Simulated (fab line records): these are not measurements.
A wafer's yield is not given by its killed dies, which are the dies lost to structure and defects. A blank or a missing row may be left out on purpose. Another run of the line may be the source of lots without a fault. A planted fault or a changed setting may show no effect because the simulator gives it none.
Matching of chambers	flow n5 finfet	4 sister chambers for N5_BEOL_M4_STRIP_19 on rie diel-03
The step strips in O2. 8 wafers are shown with their chamber, then 7 later ones without.

WAFERS WITH THEIR CHAMBER
wafer	chamber	showerhead plenum p Torr (Torr)	throttle valve pct (%)
L081.1	3	2.13	16.92
L087.3	2	2.25	16.64
L087.5	1	2.16	16.35
L090.1	3	2.12	16.93
L090.2	0	1.98	16.65
L090.6	1	2.15	16.35
L093.2	2	2.25	16.67
L093.3	0	1.98	16.66

WAFERS WITH NO CHAMBER GIVEN
wafer	showerhead plenum p Torr (Torr)	throttle valve pct (%)
L093.6	1.97	16.67
L094.1	1.97	16.64
L094.2	2.12	16.95
L094.4	2.15	16.35
L095.4	2.12	16.95
L095.5	2.24	16.66
L095.6	2.15	16.35

EACH ONE'S CHAMBER
wafer	from the rows above	in truth
L093.6	0	0
L094.1	0	0
L094.2	3	3
L094.4	1	1
L095.4	3	3
L095.5	2	2
L095.6	1	1
Correctly placed: 7 of 7. Can't be placed from these rows: 0. 0 placed wrongly.
How it was worked out, from the rows above alone: a wafer's distance from a chamber is the root of the sum, over the readings, of the square of ((its reading less the chamber's mean) divided by the reading's scatter). The wafer belongs to the nearest chamber; if the next one is less than 2 further off, it can't be placed. Each chamber's mean is taken over the wafers shown for it. The scatter: take each reading less its chamber's mean, square it, sum over the shown wafers, divide by the number of wafers less the number of chambers, and take the root.
